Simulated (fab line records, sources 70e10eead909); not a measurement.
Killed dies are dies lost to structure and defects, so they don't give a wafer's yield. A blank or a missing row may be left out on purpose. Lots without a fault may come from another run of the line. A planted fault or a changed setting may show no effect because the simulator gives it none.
One fault seen from 2 desks | flow nand_harc | each desk has only its own numbers; what lay behind them comes last

THE METROLOGY DESK
What the gauges read, lot by lot, whatever tool the lot ran on: means of the sampled wafers that have a number. A lot is out of limits, marked OUT, if its mean lies more than 4 standard deviations from the usual mean; the brackets give that distance.
Columns: A = overlay_x_nm at NHARC_A_CONTACT_OVL_MEAS_09, usual 0.2 nm; B = overlay_y_nm at NHARC_A_CONTACT_OVL_MEAS_09, usual 0.0 nm
lot  | first seen here | A             | B
L599 | day 16 15:40    | 1.0           | 1.0
L601 | day 17 17:58    | 0.9           | 0.1
L604 | day 18 12:33    | 0.7           | -1.4
L603 | day 18 17:38    | -0.8          | 0.3
L606 | day 18 22:02    | -0.7          | 0.2
L607 | day 19 19:20    | -0.4          | -0.7
L614 | day 20 06:34    | 9.8 (+12) OUT | 0.4
L613 | day 20 21:56    | 8.8 (+11) OUT | -1.3
L621 | day 22 04:38    | -0.3          | -1.1
L620 | day 22 14:54    | -0.2          | -0.8
L622 | day 22 19:29    | 0.4           | 0.5
This desk's finding: out of limits on L613, L614; first on L614, day 20 06:34 (overlay_x_nm at NHARC_A_CONTACT_OVL_MEAS_09). In limits: L599, L601, L604, L603, L606, L607, L621, L620, L622.

THE TOOL OWNER'S DESK: arfi_scanner-01
The tool's own readings at NHARC_A_CONTACT_EXPOSE_05 (exposes mask A CC): means of the sampled wafers that have a number, for each lot that ran on this tool. A lot is out of limits, marked OUT, if its mean lies more than 4 standard deviations from the usual mean; the brackets give that distance.
Columns: A = exposure_dose_mJ_cm2 at NHARC_A_CONTACT_EXPOSE_05, usual 84.21
lot  | first seen here | A
L603 | day 18 17:25    | 84.28
L606 | day 18 21:49    | 84.19
L614 | day 20 06:21    | 84.20
L613 | day 20 21:43    | 84.17
This desk's finding: nothing out of limits on any of the 4 lots.

PUT TOGETHER
The metrology desk could have raised an alarm at day 20 06:34, on L613, L614.
The tool owner's desk saw nothing out of limits.
The tool owner's desk has L613, L614 on record, within its limits.
Of the lots named, all ran NHARC_A_CONTACT_EXPOSE_05 on arfi_scanner-01.

WHAT THE SIMULATOR HAD PUT IN
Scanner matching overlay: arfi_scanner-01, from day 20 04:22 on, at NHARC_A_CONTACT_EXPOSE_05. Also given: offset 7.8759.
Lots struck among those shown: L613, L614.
Hours from the fault's start to each desk's first reading out of limits: the metrology desk, 2.
